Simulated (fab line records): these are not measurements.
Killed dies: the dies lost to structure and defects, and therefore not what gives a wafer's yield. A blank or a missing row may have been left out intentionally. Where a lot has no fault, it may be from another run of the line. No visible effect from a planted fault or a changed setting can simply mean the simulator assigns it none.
Chamber matching / flow nand_harc / 4 sister chambers for NHARC_P_GATE_STRIP_101 on rie_diel-11
The step strips in O2, time 20 s. 16 wafers are shown with their chamber, then 8 later ones without.

== WAFERS, EACH WITH ITS CHAMBER ==
wafer=L548.1; chamber=3; showerhead_plenum_p_Torr (Torr)=3.77; drypump_motor_current_A (A)=5.6; oes_product_au (a.u.)=1.000
wafer=L548.2; chamber=1; showerhead_plenum_p_Torr (Torr)=3.68; drypump_motor_current_A (A)=5.7; oes_product_au (a.u.)=1.008
wafer=L548.4; chamber=0; showerhead_plenum_p_Torr (Torr)=3.36; drypump_motor_current_A (A)=5.1; oes_product_au (a.u.)=1.011
wafer=L553.3; chamber=1; showerhead_plenum_p_Torr (Torr)=3.68; drypump_motor_current_A (A)=5.7; oes_product_au (a.u.)=1.018
wafer=L553.4; chamber=0; showerhead_plenum_p_Torr (Torr)=3.35; drypump_motor_current_A (A)=5.1; oes_product_au (a.u.)=1.016
wafer=L553.5; chamber=0; showerhead_plenum_p_Torr (Torr)=3.35; drypump_motor_current_A (A)=5.1; oes_product_au (a.u.)=1.028
wafer=L555.1; chamber=3; showerhead_plenum_p_Torr (Torr)=3.76; drypump_motor_current_A (A)=5.6; oes_product_au (a.u.)=0.996
wafer=L555.4; chamber=2; showerhead_plenum_p_Torr (Torr)=3.68; drypump_motor_current_A (A)=5.4; oes_product_au (a.u.)=1.009
wafer=L555.5; chamber=3; showerhead_plenum_p_Torr (Torr)=3.76; drypump_motor_current_A (A)=5.6; oes_product_au (a.u.)=0.989
wafer=L561.2; chamber=0; showerhead_plenum_p_Torr (Torr)=3.35; drypump_motor_current_A (A)=5.1; oes_product_au (a.u.)=1.014
wafer=L561.5; chamber=0; showerhead_plenum_p_Torr (Torr)=3.35; drypump_motor_current_A (A)=5.1; oes_product_au (a.u.)=1.016
wafer=L561.6; chamber=3; showerhead_plenum_p_Torr (Torr)=3.76; drypump_motor_current_A (A)=5.6; oes_product_au (a.u.)=1.003
wafer=L562.2; chamber=3; showerhead_plenum_p_Torr (Torr)=3.76; drypump_motor_current_A (A)=5.6; oes_product_au (a.u.)=1.003
wafer=L562.4; chamber=1; showerhead_plenum_p_Torr (Torr)=3.68; drypump_motor_current_A (A)=5.7; oes_product_au (a.u.)=1.004
wafer=L562.5; chamber=2; showerhead_plenum_p_Torr (Torr)=3.68; drypump_motor_current_A (A)=5.4; oes_product_au (a.u.)=1.004
wafer=L567.3; chamber=1; showerhead_plenum_p_Torr (Torr)=3.67; drypump_motor_current_A (A)=5.8; oes_product_au (a.u.)=1.010

SIGNATURES, as means of the wafers listed above
reading=showerhead_plenum_p_Torr; chamber 0=3.3520; chamber 1=3.6775; chamber 2=3.6800; chamber 3=3.7620; scatter within a chamber=0.00443
reading=drypump_motor_current_A; chamber 0=5.100; chamber 1=5.725; chamber 2=5.400; chamber 3=5.600; scatter within a chamber=0.025
reading=oes_product_au; chamber 0=1.01700; chamber 1=1.01000; chamber 2=1.00650; chamber 3=0.99820; scatter within a chamber=0.00594
Rule: for a wafer and a chamber, the distance is found by dividing, reading by reading, the gap between the wafer's reading and the chamber's mean by the reading's scatter, squaring, summing and taking the root. If the next closest chamber is less than 2 further off than the closest, the wafer can't be placed; otherwise it belongs to the closest. The scatter: take each reading less its chamber's mean, square it, sum over the shown wafers, divide by the number of wafers less the number of chambers, and take the root.

== WAFERS WHOSE CHAMBER IS MISSING ==
wafer=L567.5; showerhead_plenum_p_Torr (Torr)=3.67; drypump_motor_current_A (A)=5.8; oes_product_au (a.u.)=1.009
wafer=L567.6; showerhead_plenum_p_Torr (Torr)=3.35; drypump_motor_current_A (A)=5.1; oes_product_au (a.u.)=1.002
wafer=L566.3; showerhead_plenum_p_Torr (Torr)=3.35; drypump_motor_current_A (A)=5.1; oes_product_au (a.u.)=1.000
wafer=L566.4; showerhead_plenum_p_Torr (Torr)=3.76; drypump_motor_current_A (A)=5.6; oes_product_au (a.u.)=1.021
wafer=L566.6; showerhead_plenum_p_Torr (Torr)=3.76; drypump_motor_current_A (A)=5.6; oes_product_au (a.u.)=1.007
wafer=L571.3; showerhead_plenum_p_Torr (Torr)=3.68; drypump_motor_current_A (A)=5.4; oes_product_au (a.u.)=0.988
wafer=L571.5; showerhead_plenum_p_Torr (Torr)=3.35; drypump_motor_current_A (A)=5.1; oes_product_au (a.u.)=0.995
wafer=L571.6; showerhead_plenum_p_Torr (Torr)=3.76; drypump_motor_current_A (A)=5.6; oes_product_au (a.u.)=1.011

== WHICH CHAMBER EACH ONE RAN IN ==
wafer=L567.5; from the rows above=1; in truth=1
wafer=L567.6; from the rows above=0; in truth=0
wafer=L566.3; from the rows above=0; in truth=0
wafer=L566.4; from the rows above=3; in truth=3
wafer=L566.6; from the rows above=3; in truth=3
wafer=L571.3; from the rows above=2; in truth=2
wafer=L571.5; from the rows above=0; in truth=0
wafer=L571.6; from the rows above=3; in truth=3
Placed correctly: 8 of 8. Number that these rows cannot place: 0. 0 placed wrongly.
